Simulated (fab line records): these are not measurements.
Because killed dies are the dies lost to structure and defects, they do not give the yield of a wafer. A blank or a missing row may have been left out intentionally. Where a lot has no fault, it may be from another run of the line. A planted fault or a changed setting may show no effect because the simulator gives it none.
A single fault, viewed from 2 desks || flow n5 finfet || what lay behind the numbers comes last; until then each desk has only its own

== FOR THE TOOL OWNER'S DESK: litho track-05 ==
The tool's own readings at N5_BEOL_M1_COAT_73 (time 60 s, resist thk 5 nm): means of the sampled wafers that have a number, for each lot that ran on this tool. Marked OUT: a lot whose mean sits more than 4 standard deviations from the usual mean, which makes it out of limits; the brackets give that distance.
Columns: A = chill plate temp C at N5_BEOL_M1_COAT_73, usual 23.01 C; B = dispense pressure kPa at N5_BEOL_M1_COAT_73, usual 49.3 kPa; C = heater power total W at N5_BEOL_M1_COAT_73, usual 391.8 W; D = plate temp C at N5_BEOL_M1_COAT_73, usual 204.99 C
{"lot": "L626", "first seen here": "day 6 03:51", "A": 23.04, "B": 47.0, "C": 390.8, "D": 204.91}
{"lot": "L628", "first seen here": "day 6 06:53", "A": 23.05, "B": 47.0, "C": 390.8, "D": 205.04}
{"lot": "L639", "first seen here": "day 9 10:37", "A": 22.89, "B": 47.0, "C": "385.3 (-4.7) OUT", "D": "202.96 (-14) OUT"}
{"lot": "L640", "first seen here": "day 9 23:34", "A": 23.06, "B": 47.0, "C": 387.0, "D": "202.83 (-14) OUT"}
This desk's verdict: out of limits on L639, L640, starting with L639 at day 9 10:37 (heater power total W at N5_BEOL_M1_COAT_73). L626, L628: within limits.

== METROLOGY DESK ==
Lot by lot, what the gauges showed, no matter which tool ran the lot: averages of those sampled wafers that carry a number. Marked OUT: a lot whose mean sits more than 4 standard deviations from the usual mean, which makes it out of limits; the brackets give that distance. It has 11 readings; the 7 that lie furthest out on some lot are the ones shown.
Columns: A = M1_OVL at N5_BEOL_M1_OVL_MEAS_12, usual 0.2 nm; B = DIBL_N at N5_BEOL_M4_RC_MEAS_101, usual 37.5 mV/V; C = DIBL_P at N5_BEOL_M4_RC_MEAS_101, usual 37.3 mV/V; D = ION_N at N5_BEOL_M4_RC_MEAS_101, usual 677 uA/um; E = ION_P at N5_BEOL_M4_RC_MEAS_101, usual 464 uA/um; F = SS_N at N5_BEOL_M4_RC_MEAS_101, usual 72.0 mV/dec; G = SS_P at N5_BEOL_M4_RC_MEAS_101, usual 73.5 mV/dec
{"lot": "L626", "first seen here": "day 6 04:09", "A": 0.3, "B": 38.7, "C": 38.1, "D": 675, "E": 455, "F": 72.4, "G": 73.7}
{"lot": "L627", "first seen here": "day 6 06:51", "A": 0.4, "B": 38.3, "C": 37.6, "D": 678, "E": 463, "F": 72.3, "G": 73.9}
{"lot": "L628", "first seen here": "day 6 07:19", "A": -0.3, "B": 36.5, "C": 39.8, "D": 684, "E": 466, "F": 72.7, "G": 73.2}
{"lot": "L630", "first seen here": "day 6 23:28", "A": -0.0, "B": 38.3, "C": 38.5, "D": 672, "E": 463, "F": 72.3, "G": 73.6}
{"lot": "L639", "first seen here": "day 9 11:02", "A": -0.2, "B": 36.9, "C": 37.3, "D": 672, "E": 461, "F": 71.2, "G": 73.0}
{"lot": "L640", "first seen here": "day 9 23:52", "A": 0.1, "B": 36.7, "C": 37.7, "D": 677, "E": 461, "F": 71.7, "G": 73.5}
{"lot": "L642", "first seen here": "day 9 23:56", "A": 1.4, "B": 40.3, "C": 39.7, "D": 693, "E": 472, "F": 72.9, "G": 74.5}
{"lot": "L643", "first seen here": "day 10 03:02", "A": -0.5, "B": 36.2, "C": 37.7, "D": 678, "E": 476, "F": 71.4, "G": 72.9}
{"lot": "L644", "first seen here": "day 10 16:26", "A": 0.5, "B": 38.2, "C": 37.3, "D": 678, "E": 462, "F": 72.2, "G": 73.6}
{"lot": "L646", "first seen here": "day 10 22:13", "A": -0.3, "B": 39.7, "C": 40.5, "D": 685, "E": 466, "F": 72.3, "G": 74.5}
{"lot": "L648", "first seen here": "day 11 10:26", "A": 0.0, "B": 36.5, "C": 37.2, "D": 674, "E": 462, "F": 72.0, "G": 73.3}
Result from this desk: across the 11 lots, nothing is out of limits.

== BROUGHT TOGETHER ==
An alarm could have come from the tool owner's desk at day 9 10:37, on L639, L640.
At the metrology desk, nothing out of limits was observed.
The metrology desk has L639, L640 on record, within its limits.
On litho track-05, each named lot ran N5_BEOL_M1_COAT_73.

== WHAT WAS PUT IN BY THE SIMULATOR ==
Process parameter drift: litho track-05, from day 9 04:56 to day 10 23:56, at N5_BEOL_M1_COAT_73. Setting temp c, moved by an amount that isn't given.
Struck lots among those shown: L639, L640.
Delay in hours, fault start to first out-of-limits reading, by desk: the tool owner's desk at 6.
